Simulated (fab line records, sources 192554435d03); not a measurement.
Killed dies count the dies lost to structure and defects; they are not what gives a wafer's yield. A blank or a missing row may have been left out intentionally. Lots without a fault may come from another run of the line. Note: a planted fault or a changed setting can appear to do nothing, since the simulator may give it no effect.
Which of the tools did it?    flow n5 finfet    Sampling: 10 lots, 28 wafers, 3 of 1938 route steps

## WHAT THE GAUGES READ, wafer by wafer
N5_BEOL_M10_OVL_MEAS_29.
lot   measured      on          V9_OVL (nm)
L547  day 12 05:46  overlay-02  0.3 1.5 0.6
L555  day 13 10:51  overlay-02  -0.3 0.2
L554  day 13 13:04  overlay-02  -0.9 -0.8 -0.7
L553  day 14 08:41  overlay-01  0.6 -0.3 0.3
L559  day 15 08:08  overlay-02  1.8 -0.3 0.8
L561  day 15 14:47  overlay-02  0.0 -0.4
L562  day 16 23:28  overlay-02  -0.8 1.0 -0.1
L566  day 17 07:32  overlay-01  -1.2 -1.4 -0.6
L568  day 17 11:18  overlay-01  0.4 -1.3 0.6
L567  day 18 05:28  overlay-01  -0.1 -0.2 -0.9

## WHAT TOOL EACH LOT RAN ON (gives the tool, then ch and the chambers of the sampled wafers, and finally the start)
lot   N5_BEOL_M10_ETCH_61                 N5_BEOL_M10_ETCH_62
L547  rie diel-04 ch 2,3, day 12 04:59    rie diel-04 ch 2,3, day 12 05:02
L555  rie diel-04 ch 1,3, day 13 08:35    rie diel-04 ch 1,3, day 13 08:38
L554  rie diel-04 ch 0,2,3, day 13 12:13  rie diel-04 ch 0,2,3, day 13 12:16
L553  rie diel-05 ch 0,2,3, day 14 06:13  rie diel-05 ch 0,2,3, day 14 06:16
L559  rie diel-01 ch 0,2,3, day 15 06:19  rie diel-01 ch 0,2,3, day 15 06:22
L561  rie diel-01 ch 0,2, day 15 12:55    rie diel-01 ch 0,2, day 15 12:58
L562  rie diel-01 ch 2,3, day 16 17:49    rie diel-01 ch 2,3, day 16 17:52
L566  rie diel-04 ch 2,3, day 17 04:35    rie diel-04 ch 2,3, day 17 04:42
L568  rie diel-04 ch 0,2,3, day 17 09:37  rie diel-04 ch 0,2,3, day 17 09:40
L567  rie diel-05 ch 2,3, day 18 00:51    rie diel-05 ch 2,3, day 18 00:54
- N5_BEOL_M10_ETCH_61: etches SiARC in CF4, target depth 39 nm, time 65 s.
- N5_BEOL_M10_ETCH_62: etches SOC in N2/H2, target depth 110 nm, overetch 22 nm, time 165 s.

## THE ANSWER, worked out from the rows above alone
Rule: usual is defined by the lots themselves. The widest of any qualifying gaps counts: lots, ordered by their means at a reading, are off when they make up no more than a third of the lots, leave a main group of 4 or more, and stand apart from it by 3 or more times the standard deviation of that group's means. A main group is skipped when, at the precision printed for the reading in the tables above, its means are all equal. Also off: a lot with no number at a reading for which 4 or more lots have one. Where the step has rows for the other lots, those lots are counted as sound.
Nothing can be told from this: no lot is off at any reading shown.

## WHAT THE SIMULATOR HAD PUT IN
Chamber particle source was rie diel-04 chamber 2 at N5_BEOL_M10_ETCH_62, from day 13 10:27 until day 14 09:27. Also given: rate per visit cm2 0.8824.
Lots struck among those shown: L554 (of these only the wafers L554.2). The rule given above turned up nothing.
